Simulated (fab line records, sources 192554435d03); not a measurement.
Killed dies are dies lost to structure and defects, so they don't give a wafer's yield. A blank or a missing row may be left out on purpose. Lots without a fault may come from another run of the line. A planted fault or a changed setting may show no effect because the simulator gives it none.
fab line records | flow n5_finfet
record lots=7 wafers=21
route steps=1938 shown FIN_SAQP@108 FIN_CUT@157 DUMMY_GATE@221 SD_EPI_N@263
start_h: hours from the record's first day to the start of the lot's first wafer shown | wait_h: hours since the lot's step before | " the same as in the row above | L1.1+2: a row that stands for several wafers | - no value, or no start given | * or withheld: withheld | < > ~ a bound
route shown NAME@n: a module of which the file shows steps, and the number in the route of the first | usual: mean/standard deviation of fault-free wafers | same: alike in all rows | chamber/n: place in a boat | sites: the reading at each site | _std_site: their standard deviation | _edge_site: outer sites' mean less inner sites' | radius_mm: how far each site lies from the wafer's centre | mask NAME#n: copy n | behind: the tool/chamber that last shaped the wafer | hold: why the lot was held/for how many hours/how that ended | device: the transistor (n, p or np) that didn't switch | end of line: the same wafers' tests at the end of the route | a step without rows: its recipe alone | killed: dies lost to structure and defects at the first sort, not the wafer's yield | map: a wafer's dies, x killed, . not, _ none there
set.NAME: the setting as run; set.NAME@STEP: as run at that earlier step | model.NAME: the simulator's own value behind a step, which no gauge read
lots whose settings were changed on purpose; a table a step, a row a wafer
## steps
# step N5_FIN_SAQP_EXPOSE_13
# recipe mask_id=FIN_CORE na=1.35 source_shape=dipole sigma_inner=0.538 sigma_outer=0.738 polarization=te target_cd_nm=35.6 dose_mj=63.25
# columns lot.wafer tool chamber start_h wait_h mask set.dose_mj
L078.1 arfi_scanner-03 0 45.80 - FIN_CORE#0 63.25
L078.2+3 " 0 " " FIN_CORE#0 60.91
L081.2+4 arfi_scanner-01 0 64.80 - FIN_CORE#0 66.46
L081.5 " 0 " " FIN_CORE#0 63.25
L082.1+6 arfi_scanner-03 0 70.44 - FIN_CORE#0 59.4
L082.5 " 0 " " FIN_CORE#0 63.25
L087.1 arfi_scanner-03 0 100.88 - FIN_CORE#0 58.53
L087.3+4 " 0 " " FIN_CORE#0 63.25
L088.1+4+6 arfi_scanner-03 0 106.33 - FIN_CORE#0 67.68
L090.2+5 arfi_scanner-03 0 119.16 - FIN_CORE#0 63.25
L090.4 " 0 " " FIN_CORE#0 59.63
L097.1+5+6 arfi_scanner-03 0 160.35 - FIN_CORE#0 63.25
# step N5_FIN_SAQP_DEVELOP_15
# recipe develop_time_s=30 developer=TMAH resist=CAR-ArF dev_temp_c=23 rinse_liquid=diw dry=air_spin
# columns lot.wafer tool chamber start_h wait_h set.develop_time_s
L078.1+2 litho_track-01 0 - - 30
L078.3 " 0 " " 34.91
L081.2 litho_track-05 0 - - 32.64
L081.4+5 " 0 " " 30
L082.1 litho_track-01 0 - - 23.81
L082.5+6 " 0 " " 30
L087.1 litho_track-04 0 - - 35.57
L087.3+4 " 0 " " 30
L088.1 litho_track-04 0 - - 34.31
L088.4+6 " 0 " " 30
L090.2+4+5 litho_track-04 0 - - 30
L097.1+5+6 litho_track-01 0 - - 30
# step N5_FIN_SAQP_CD_MEAS_16
# recipe target_cd_nm=35.6 landing_energy_ev=500 detector=se_inlens
# usual cd_nm=35.7/0.47
# columns lot.wafer tool chamber start_h wait_h set.dose_mj@FIN_SAQP_EXPOSE_13 cd_nm
L078.1 cd_sem-03 0 45.93 - 63.25 35.1
L078.2 " 0 " " 60.91 36.6
L078.3 " 0 " " 60.91 35.9
L081.2 cd_sem-01 0 64.92 - 66.46 34.4
L081.4 " 0 " " 66.46 34.8
L081.5 " 0 " " 63.25 35.1
L082.1 cd_sem-03 0 70.57 - 59.4 37.8
L082.5 " 0 " " 63.25 35.1
L082.6 " 0 " " 59.4 37.0
L087.1 cd_sem-01 0 101.00 - 58.53 38.7
L087.3 " 0 " " 63.25 36.6
L087.4 " 0 " " 63.25 35.9
L088.1 cd_sem-02 0 106.46 - 67.68 34.5
L088.4 " 0 " " 67.68 34.3
L088.6 " 0 " " 67.68 34.1
L090.2 cd_sem-03 0 119.28 - 63.25 36.5
L090.4 " 0 " " 59.63 37.4
L090.5 " 0 " " 63.25 35.8
L097.1 cd_sem-01 0 160.48 - 63.25 35.6
L097.5 " 0 " " 63.25 35.1
L097.6 " 0 " " 63.25 34.7
# step N5_FIN_CUT_COAT_02
# recipe resist=CAR-EUV spin_rpm=1500 resist_thk_nm=30
# columns lot.wafer tool chamber start_h wait_h set.spin_rpm model.CAR-EUV_of_FIN_CUT_COAT_02.thk_nm
L078.1+3 litho_track-03 0 - - 1500 29.8
L078.2 " 0 " " 1636 28.6
L081.2 litho_track-01 0 - - 1500 30.2
L081.4 " 0 " " 1500 30
L081.5 " 0 " " 1406 31.2
L082.1+5+6 litho_track-03 0 - - 1500 29.8
L087.1+3 litho_track-01 0 - - 1500 30.2
L087.4 " 0 " " 1408 31.2
L088.1+4 litho_track-01 0 - - 1592 29
L088.6 " 0 " " 1500 29.8
L090.2+5 litho_track-02 0 - - 1373 31.4
L090.4 " 0 " " 1500 30
L097.1+5 litho_track-01 0 - - 1500 30
L097.6 " 0 " " 1500 30.2
# step N5_FIN_CUT_EBR_04
# recipe solvent=PGMEA ebr_width_mm=1.5
# step N5_FIN_CUT_SOFTBAKE_03
# recipe temp_c=110 time_s=60 resist=CAR-EUV
# step N5_FIN_CUT_EXPOSE_05
# recipe mask_id=FIN_CUT na=0.33 source_shape=annular sigma_inner=0.35 sigma_outer=0.8 polarization=unpolarized dose_mj=45.75
# step N5_FIN_CUT_PEB_06
# recipe peb_temp_c=100 peb_time_s=60 resist=CAR-EUV
# step N5_FIN_CUT_DEVELOP_07
# recipe develop_time_s=30 developer=TMAH resist=CAR-EUV rinse_liquid=surfactant_rinse dry=air_spin dev_temp_c=23
# columns lot.wafer tool chamber start_h wait_h set.spin_rpm@FIN_CUT_COAT_02 model.CAR-EUV_of_FIN_CUT_COAT_02.thk_nm
L078.1+3 litho_track-03 0 - - 1500 29.4
L078.2 " 0 " " 1636 28.2
L081.2+4 litho_track-01 0 - - 1500 29.6
L081.5 " 0 " " 1406 30.8
L082.1+5+6 litho_track-02 0 - - 1500 29.4
L087.1 litho_track-02 0 - - 1500 29.6
L087.3 " 0 " " 1500 29.8
L087.4 " 0 " " 1408 30.8
L088.1+4 litho_track-03 0 - - 1592 28.6
L088.6 " 0 " " 1500 29.4
L090.2+5 litho_track-03 0 - - 1373 31
L090.4 " 0 " " 1500 29.6
L097.1+5+6 litho_track-01 0 - - 1500 29.6
# step N5_DUMMY_GATE_PECVD_30
# recipe material=SiO2 target_thk_a=550 temp_c=400 precursor=TEOS/O2 pressure_torr=6.5 rf_w=withheld teos_flow_sccm=withheld gas=O2 flow_sccm=2650 time_s=10.8
# columns lot.wafer tool chamber start_h wait_h set.time_s model.SiO2_of_DUMMY_GATE_PECVD_30.thk_nm
L078.1 pecvd-01 2 70.09 0.0 10.8 55
L078.2 " 0 " " 10.8 54.8
L078.3 " 1 " " 11.78 59.2
L081.2 pecvd-03 0 91.22 0.0 11.88 59.6
L081.4+5 " 0,2 " " 10.8 55.2
L082.1 pecvd-02 2 94.60 0.0 12.12 60.6
L082.5 " 2 " " 12.12 62.4
L082.6 " 1 " " 10.8 55.6
L087.1 pecvd-02 0 124.92 0.0 10.8 56
L087.3+4 " 1,0 " " 10.8 55.6
L088.1 pecvd-02 0 129.54 0.0 10.19 52.6
L088.4 " 2 " " 10.8 56.8
L088.6 " 0 " " 10.8 56.6
L090.2 pecvd-02 2 142.95 0.0 10.8 54.2
L090.4+5 " 1,0 " " 10.8 55.4
L097.1 pecvd-01 1 186.41 0.0 10.8 53.2
L097.5 " 1 " " 10.8 54
L097.6 " 0 " " 10.8 55.2
# step N5_DUMMY_GATE_EXPOSE_12
# recipe mask_id=GATE na=0.33 source_shape=annular sigma_inner=0.2 sigma_outer=0.6 polarization=unpolarized target_cd_nm=25 dose_mj=34
# columns lot.wafer tool chamber start_h wait_h mask set.dose_mj
L078.1+2+3 euv_scanner-02 0 70.41 - GATE#0 34
L081.2+4+5 euv_scanner-02 0 91.55 - GATE#0 34
L082.1+6 euv_scanner-01 0 94.94 - GATE#0 34
L082.5 " 0 " " GATE#0 34.71
L087.1+4 euv_scanner-01 0 125.12 - GATE#0 34
L087.3 " 0 " " GATE#0 31.58
L088.1+4 euv_scanner-01 0 129.73 - GATE#0 35.62
L088.6 " 0 " " GATE#0 34
L090.2+4 euv_scanner-01 0 143.15 - GATE#0 34
L090.5 " 0 " " GATE#0 35.24
L097.1+5+6 euv_scanner-02 0 186.74 - GATE#0 34
# step N5_DUMMY_GATE_PEB_13
# recipe peb_temp_c=100 peb_time_s=60 resist=CAR-EUV
# step N5_DUMMY_GATE_DEVELOP_14
# recipe develop_time_s=30 developer=TMAH resist=CAR-EUV rinse_liquid=surfactant_rinse dry=air_spin dev_temp_c=23
# step N5_DUMMY_GATE_ETCH_31
# recipe chemistry=C4F6/O2 target=SiO2 mask_material=SOC target_depth_a=825 time_s=27.5 ion_energy_ev=250 pressure_mtorr=30 source_w=345 bias_w=185 Ar_flow_sccm=300 C4F6_flow_sccm=10 O2_flow_sccm=10
# step N5_DUMMY_GATE_STRIP_41
# recipe chemistry=O2 power_w=400 temp_c=40 pressure_mtorr=30 rf_frequency_hz=6e+07 bias_power_w=0 overash_fraction=0.3 o2_flow_sccm=225
# step N5_DUMMY_GATE_HM_OPEN_21
# recipe chemistry=CH3F/O2 target=SiNx target_depth_a=1200 Ar_flow_sccm=150 CH3F_flow_sccm=30 O2_flow_sccm=23 time_s=171.4 pressure_mtorr=30 source_w=395 bias_w=73 ion_energy_ev=120.7
# columns lot.wafer tool chamber start_h wait_h set.time_s@DUMMY_GATE_PECVD_30 model.SiO2_of_DUMMY_GATE_PECVD_30.thk_nm
L078.1 rie_diel-05 0 71.27 0.0 10.8 45.6
L078.2 " 2 " " 10.8 45.4
L078.3 " 3 " " 11.78 49.2
L081.2 rie_diel-06 2 92.31 0.0 11.88 49.4
L081.4 " 3 " " 10.8 44.8
L081.5 " 1 " " 10.8 45.4
L082.1 rie_diel-06 3 95.79 0.0 12.12 50.2
L082.5 " 0 " " 12.12 52.6
L082.6 " 1 " " 10.8 45.8
L087.1 rie_diel-03 1 125.88 0.0 10.8 46
L087.3 " 3 " " 10.8 45.8
L087.4 " 3 " " 10.8 45.6
L088.1 rie_diel-03 2 130.50 0.0 10.19 42.8
L088.4 " 2 " " 10.8 47
L088.6 " 3 " " 10.8 46.6
L090.2 rie_diel-03 1 143.91 0.0 10.8 44.4
L090.4 " 2 " " 10.8 45.6
L090.5 " 1 " " 10.8 45.4
L097.1 rie_diel-05 0 187.51 0.0 10.8 42.8
L097.5 " 0 " " 10.8 43.8
L097.6 " 3 " " 10.8 45.4
# step N5_DUMMY_GATE_ETCH_32
# recipe chemistry=CF4 target=SiO2 target_depth_a=35 time_s=3.9 ion_energy_ev=350 pressure_mtorr=10 icp_w=800 bias_w=400 cf4_flow_sccm=80
# columns lot.wafer tool chamber start_h wait_h set.time_s@DUMMY_GATE_PECVD_30 model.SiO2_of_DUMMY_GATE_PECVD_30.thk_nm
L078.1+2 rie_si-03 2,1 71.44 0.1 10.8 42
L078.3 " 0 " " 11.78 45.8
L081.2 rie_si-01 1 92.48 0.1 11.88 46
L081.4 " 2 " " 10.8 41.4
L081.5 " 2 " " 10.8 42
L082.1 rie_si-05 1 95.95 0.1 12.12 46.8
L082.5 " 2 " " 12.12 49.4
L082.6 " 3 " " 10.8 42.2
L087.1 rie_si-01 2 126.04 0.1 10.8 42.6
L087.3 " 0 " " 10.8 42.4
L087.4 " 1 " " 10.8 42.2
L088.1 rie_si-01 3 130.66 0.1 10.19 39.2
L088.4 " 2 " " 10.8 43.6
L088.6 " 0 " " 10.8 43.2
L090.2 rie_si-03 1 144.07 0.1 10.8 40.8
L090.4+5 " 2,3 " " 10.8 42
L097.1 rie_si-01 1 187.67 0.1 10.8 39.6
L097.5 " 3 " " 10.8 40.2
L097.6 " 2 " " 10.8 42
# step N5_DUMMY_GATE_ETCH_23
# recipe chemistry=HBr/Cl2/O2 HBr_flow_sccm=150 Cl2_flow_sccm=80 O2_flow_sccm=12 bias_w=102 target_depth_a=410 time_s=22.3 target=poly-Si mask_material=SiO2 pressure_mtorr=10 icp_w=800
# columns lot.wafer tool chamber start_h wait_h set.time_s@DUMMY_GATE_PECVD_30 model.SiO2_of_DUMMY_GATE_PECVD_30.thk_nm
L078.1+2 rie_si-03 2,1 71.48 0.0 10.8 39.6
L078.3 " 0 " " 11.78 43.2
L081.2 rie_si-01 1 92.51 0.0 11.88 43.4
L081.4 " 2 " " 10.8 39
L081.5 " 2 " " 10.8 39.6
L082.1 rie_si-05 1 95.98 0.0 12.12 44.2
L082.5 " 2 " " 12.12 46.8
L082.6 " 3 " " 10.8 39.6
L087.1 rie_si-01 2 126.08 0.0 10.8 40.2
L087.3+4 " 0,1 " " 10.8 39.8
L088.1 rie_si-01 3 130.69 0.0 10.19 36.6
L088.4 " 2 " " 10.8 41.2
L088.6 " 0 " " 10.8 40.6
L090.2 rie_si-03 1 144.10 0.0 10.8 38.4
L090.4 " 2 " " 10.8 39.6
L090.5 " 3 " " 10.8 39.4
L097.1 rie_si-01 1 187.70 0.0 10.8 37
L097.5 " 3 " " 10.8 37.4
L097.6 " 2 " " 10.8 39.6
# step N5_SD_EPI_N_COAT_33
# recipe resist=SiARC temp_c=220 time_s=60 spin_rpm=1500 resist_thk_nm=35
# columns lot.wafer tool chamber start_h wait_h set.spin_rpm model.SiARC_of_SD_EPI_N_COAT_33.thk_nm
L078.1 litho_track-01 0 - - 1361 37
L078.2 " 0 " " 1361 36.8
L078.3 " 0 " " 1500 35.2
L081.2+4+5 litho_track-02 0 - - 1349 37
L082.1 litho_track-01 0 - - 1500 35
L082.5 " 0 " " 1500 35.2
L082.6 " 0 " " 1591 34
L087.1 litho_track-02 0 - - 1500 35
L087.3 " 0 " " 1659 33.4
L087.4 " 0 " " 1659 33.2
L088.1+6 litho_track-04 0 - - 1647 33.2
L088.4 " 0 " " 1500 35
L090.2+4 litho_track-02 0 - - 1583 34.2
L090.5 " 0 " " 1500 35.2
L097.1+5+6 litho_track-04 0 - - 1500 35
# step N5_SD_EPI_N_COAT_03
# recipe resist=CAR-ArF-block spin_rpm=1500 resist_thk_nm=150
# columns lot.wafer tool chamber start_h wait_h set.spin_rpm model.CAR-ArF-block_of_SD_EPI_N_COAT_03.thk_nm
L078.1+2 litho_track-01 0 - - 1500 150
L078.3 " 0 " " 1500 149.8
L081.2 litho_track-02 0 - - 1546 147.2
L081.4+5 " 0 " " 1500 149.6
L082.1 litho_track-01 0 - - 1500 149.8
L082.5 " 0 " " 1500 149.6
L082.6 " 0 " " 1500 149.4
L087.1 litho_track-02 0 - - 1500 150.4
L087.3 " 0 " " 1587 146.2
L087.4 " 0 " " 1587 146
L088.1 litho_track-04 0 - - 1407 155.2
L088.4 " 0 " " 1407 155
L088.6 " 0 " " 1407 154.8
L090.2 litho_track-02 0 - - 1391 155.8
L090.4 " 0 " " 1500 150.4
L090.5 " 0 " " 1500 150.2
L097.1+6 litho_track-04 0 - - 1500 149.6
L097.5 " 0 " " 1500 150
# step N5_SD_EPI_N_EBR_05
# recipe solvent=PGMEA ebr_width_mm=1.5
# step N5_SD_EPI_N_SOFTBAKE_04
# recipe temp_c=110 time_s=60 resist=CAR-ArF-block
# step N5_SD_EPI_N_EXPOSE_06
# recipe mask_id=SD_N_BLK na=1.35 source_shape=conventional sigma_outer=0.8 polarization=unpolarized target_cd_nm=120 dose_mj=39.75
# step N5_SD_EPI_N_PEB_07
# recipe peb_temp_c=110 peb_time_s=60 resist=CAR-ArF-block
# step N5_SD_EPI_N_DEVELOP_08
# recipe develop_time_s=30 developer=TMAH resist=CAR-ArF-block dev_temp_c=23 rinse_liquid=diw dry=air_spin
# columns lot.wafer tool chamber start_h wait_h set.spin_rpm@SD_EPI_N_COAT_03 model.CAR-ArF-block_of_SD_EPI_N_COAT_03.thk_nm
L078.1 litho_track-04 0 - - 1500 148.4
L078.2+3 " 0 " " 1500 148.2
L081.2 litho_track-01 0 - - 1546 145.6
L081.4 " 0 " " 1500 147.8
L081.5 " 0 " " 1500 148
L082.1+5 litho_track-01 0 - - 1500 148
L082.6 " 0 " " 1500 147.8
L087.1 litho_track-02 0 - - 1500 148.6
L087.3 " 0 " " 1587 144.4
L087.4 " 0 " " 1587 144.2
L088.1 litho_track-01 0 - - 1407 153.4
L088.4 " 0 " " 1407 153.2
L088.6 " 0 " " 1407 153
L090.2 litho_track-02 0 - - 1391 154
L090.4+5 " 0 " " 1500 148.6
L097.1+6 litho_track-02 0 - - 1500 148
L097.5 " 0 " " 1500 148.2
# step N5_SD_EPI_N_DESCUM_14
# recipe chemistry=O2 time_s=7.9 source_power_w=50 bias_power_w=20 pressure_mtorr=20 rf_frequency_hz=2.712e+07 temp_c=40 resist=CAR-ArF-block o2_flow_sccm=225
# columns lot.wafer tool chamber start_h wait_h set.spin_rpm@SD_EPI_N_COAT_03 model.CAR-ArF-block_of_SD_EPI_N_COAT_03.thk_nm
L078.1 rie_diel-02 2 73.03 0.0 1500 143.6
L078.2+3 " 1,0 " " 1500 143.4
L081.2 rie_diel-02 1 94.53 0.1 1546 140.8
L081.4 " 2 " " 1500 143
L081.5 " 2 " " 1500 143.2
L082.1+5 rie_diel-02 1,0 97.41 0.0 1500 143.2
L082.6 " 3 " " 1500 142.8
L087.1 rie_diel-04 1 128.02 0.0 1500 144
L087.3 " 3 " " 1587 139.6
L087.4 " 2 " " 1587 139.4
L088.1 rie_diel-04 1 132.59 0.2 1407 148.8
L088.4 " 3 " " 1407 148.4
L088.6 " 3 " " 1407 148.2
L090.2 rie_diel-01 1 145.65 0.2 1391 149.4
L090.4+5 " 2,1 " " 1500 143.8
L097.1+6 rie_diel-02 0 189.53 0.0 1500 143.2
L097.5 " 3 " " 1500 143.4
# step N5_SD_EPI_N_ETCH_34
# recipe chemistry=CF4 target=SiARC target_depth_a=455 mask_material=CAR-ArF-block time_s=75.8 ion_energy_ev=80 pressure_mtorr=40 source_w=545 bias_w=36 Ar_flow_sccm=100 cf4_flow_sccm=100 ends=cleared
# columns lot.wafer tool chamber start_h wait_h set.spin_rpm@SD_EPI_N_COAT_33 set.spin_rpm@SD_EPI_N_COAT_03 model.CAR-ArF-block_of_SD_EPI_N_COAT_03.thk_nm model.etch.depth_nm
L078.1 rie_diel-02 2 73.06 0.0 1361 1500 109.2 36.96
L078.2 " 1 " " 1361 1500 109.2 36.89
L078.3 " 0 " " 1500 1500 110.6 35.27
L081.2 rie_diel-02 1 94.56 0.0 1349 1546 106.4 36.98
L081.4 " 2 " " 1349 1500 108.8 37.02
L081.5 " 2 " " 1349 1500 108.8 37.01
L082.1 rie_diel-02 1 97.44 0.0 1500 1500 110.6 35.07
L082.5 " 0 " " 1500 1500 110.6 35.13
L082.6 " 3 " " 1591 1500 111.4 34.01
L087.1 rie_diel-04 1 128.05 0.0 1500 1500 111.4 35.01
L087.3 " 3 " " 1659 1587 108.6 33.42
L087.4 " 2 " " 1659 1587 108.4 33.26
L088.1 rie_diel-04 1 132.62 0.0 1647 1407 117.8 33.27
L088.4 " 3 " " 1500 1407 115.8 35
L088.6 " 3 " " 1647 1407 117.2 33.3
L090.2 rie_diel-01 1 145.69 0.0 1583 1391 117.6 34.18
L090.4 " 2 " " 1583 1500 112 34.23
L090.5 " 1 " " 1500 1500 111.2 35.15
L097.1 rie_diel-02 0 189.57 0.0 1500 1500 110.6 35.08
L097.5 " 3 " " 1500 1500 111 34.94
L097.6 " 0 " " 1500 1500 110.8 34.96
# step N5_SD_EPI_N_ETCH_35
# recipe chemistry=N2/H2 target=SOC overetch_a=1080 mask_material=SiARC temp_c=40 ion_energy_ev=100 source_w=3000 bias_w=133 pressure_mtorr=20 time_s=486 n2_flow_sccm=200 h2_flow_sccm=200
# columns lot.wafer tool chamber start_h wait_h set.spin_rpm@SD_EPI_N_COAT_33 model.SiARC_of_SD_EPI_N_COAT_33.thk_nm
L078.1 rie_diel-02 2 73.12 0.0 1361 23
L078.2 " 1 " " 1361 21.4
L078.3 " 0 " " 1500 19.6
L081.2 rie_diel-02 1 94.62 0.0 1349 21.2
L081.4 " 2 " " 1349 22.6
L081.5 " 2 " " 1349 22.8
L082.1 rie_diel-02 1 97.50 0.0 1500 19.2
L082.5 " 0 " " 1500 19.4
L082.6 " 3 " " 1591 18.4
L087.1 rie_diel-04 1 128.11 0.0 1500 20
L087.3 " 3 " " 1659 18.4
L087.4 " 2 " " 1659 17.8
L088.1+6 rie_diel-04 1,3 132.68 0.0 1647 18.2
L088.4 " 3 " " 1500 19.8
L090.2 rie_diel-01 1 145.74 0.0 1583 19
L090.4 " 2 " " 1583 18.8
L090.5 " 1 " " 1500 20
L097.1 rie_diel-02 0 189.62 0.0 1500 19.6
L097.5+6 " 3,0 " " 1500 19.4
## key
split step=N5_FIN_SAQP_EXPOSE_13 setting=dose_mj stated=63.25 by=wafer
response step=N5_FIN_SAQP_CD_MEAS_16 reading=cd_nm change=-0.278 per=1% r=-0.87
split step=N5_FIN_SAQP_DEVELOP_15 setting=develop_time_s stated=30 by=wafer
response none clear
split step=N5_FIN_CUT_COAT_02 setting=spin_rpm stated=1500 by=wafer
response step=N5_FIN_CUT_COAT_02 reading=model.CAR-EUV_of_FIN_CUT_COAT_02.thk_nm change=-0.152 per=1% r=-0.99
response step=N5_FIN_CUT_DEVELOP_07 reading=model.CAR-EUV_of_FIN_CUT_COAT_02.thk_nm change=-0.156 per=1% r=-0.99
split step=N5_DUMMY_GATE_PECVD_30 setting=time_s stated=10.8 by=wafer
response step=N5_DUMMY_GATE_PECVD_30 reading=model.SiO2_of_DUMMY_GATE_PECVD_30.thk_nm change=+0.49 per=1% r=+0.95
response step=N5_DUMMY_GATE_HM_OPEN_21 reading=model.SiO2_of_DUMMY_GATE_PECVD_30.thk_nm change=+0.461 per=1% r=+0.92
response step=N5_DUMMY_GATE_ETCH_32 reading=model.SiO2_of_DUMMY_GATE_PECVD_30.thk_nm change=+0.477 per=1% r=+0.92
response step=N5_DUMMY_GATE_ETCH_23 reading=model.SiO2_of_DUMMY_GATE_PECVD_30.thk_nm change=+0.468 per=1% r=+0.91
split step=N5_DUMMY_GATE_EXPOSE_12 setting=dose_mj stated=34 by=wafer
response none clear
split step=N5_SD_EPI_N_COAT_33 setting=spin_rpm stated=1500 by=wafer
response step=N5_SD_EPI_N_COAT_33 reading=model.SiARC_of_SD_EPI_N_COAT_33.thk_nm change=-0.176 per=1% r=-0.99
response step=N5_SD_EPI_N_ETCH_34 reading=model.etch.depth_nm change=-0.171 per=1% r=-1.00
response step=N5_SD_EPI_N_ETCH_35 reading=model.SiARC_of_SD_EPI_N_COAT_33.thk_nm change=-0.198 per=1% r=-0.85
response step=N5_SD_EPI_N_ETCH_34 reading=model.CAR-ArF-block_of_SD_EPI_N_COAT_03.thk_nm slope=+0.154 per=1% together_with=spin_rpm@SD_EPI_N_COAT_03 explained=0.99
split step=N5_SD_EPI_N_COAT_03 setting=spin_rpm stated=1500 by=wafer
response step=N5_SD_EPI_N_COAT_03 reading=model.CAR-ArF-block_of_SD_EPI_N_COAT_03.thk_nm change=-0.754 per=1% r=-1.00
response step=N5_SD_EPI_N_DEVELOP_08 reading=model.CAR-ArF-block_of_SD_EPI_N_COAT_03.thk_nm change=-0.743 per=1% r=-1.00
response step=N5_SD_EPI_N_DESCUM_14 reading=model.CAR-ArF-block_of_SD_EPI_N_COAT_03.thk_nm change=-0.77 per=1% r=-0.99
response step=N5_SD_EPI_N_ETCH_34 reading=model.CAR-ArF-block_of_SD_EPI_N_COAT_03.thk_nm change=-0.707 per=1% r=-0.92
